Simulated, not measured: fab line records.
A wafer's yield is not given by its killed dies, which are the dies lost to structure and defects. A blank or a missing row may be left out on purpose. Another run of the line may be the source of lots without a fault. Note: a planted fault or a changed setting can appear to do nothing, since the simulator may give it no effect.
Matching of chambers + flow n5-finfet + N5_GATE_CUT_CMP_43 on cmp-04: 4 sister chambers
The step polishes SiO2. 8 wafers are shown with their chamber, then 9 later ones without.

## WAFERS, EACH WITH ITS CHAMBER
| wafer  | chamber | motor-current-A (A) | retaining-ring-pressure-frac |
|--------|---------|---------------------|------------------------------|
| L076.2 | 2       | 13.4                | 0.996                        |
| L078.1 | 2       | 14.1                | 1.012                        |
| L080.6 | 3       | 11.5                | 0.995                        |
| L086.5 | 1       | 10.1                | 0.997                        |
| L086.6 | 0       | 11.4                | 1.003                        |
| L088.1 | 0       | 11.4                | 1.000                        |
| L088.3 | 3       | 11.6                | 0.998                        |
| L088.4 | 1       | 9.9                 | 1.003                        |

## WAFERS WITH NO CHAMBER GIVEN
| wafer  | motor-current-A (A) | retaining-ring-pressure-frac |
|--------|---------------------|------------------------------|
| L092.1 | 11.7                | 0.995                        |
| L092.2 | 13.6                | 0.995                        |
| L092.3 | 10.3                | 0.998                        |
| L095.1 | 11.1                | 1.001                        |
| L095.4 | 14.2                | 1.005                        |
| L095.6 | 11.5                | 1.002                        |
| L097.3 | 10.2                | 1.003                        |
| L097.4 | 11.7                | 0.994                        |
| L097.5 | 11.2                | 1.004                        |

## WHICH CHAMBER EACH WENT THROUGH
| wafer  | from the rows above     | in truth |
|--------|-------------------------|----------|
| L092.1 | can't be placed: 3 or 0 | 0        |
| L092.2 | 2                       | 2        |
| L092.3 | 1                       | 1        |
| L095.1 | can't be placed: 0 or 3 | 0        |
| L095.4 | 2                       | 2        |
| L095.6 | can't be placed: 0 or 3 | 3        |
| L097.3 | 1                       | 1        |
| L097.4 | can't be placed: 3 or 0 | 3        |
| L097.5 | can't be placed: 0 or 3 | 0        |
Correctly placed: 4 of 9. Can't be placed from these rows: 5 (the true chamber is among the candidates in 5). Wrongly placed: 0.
How it was worked out, from the rows above alone: a wafer's distance from a chamber is the root of the sum, over the readings, of the square of ((its reading less the chamber's mean) divided by the reading's scatter). If the next closest chamber is less than 2 further off than the closest, the wafer can't be placed; otherwise it belongs to the closest. Each chamber's mean is taken over the wafers shown for it. The scatter: the root of (the sum of the squares of (reading less its chamber's mean) over the shown wafers, divided by (wafers less chambers)).
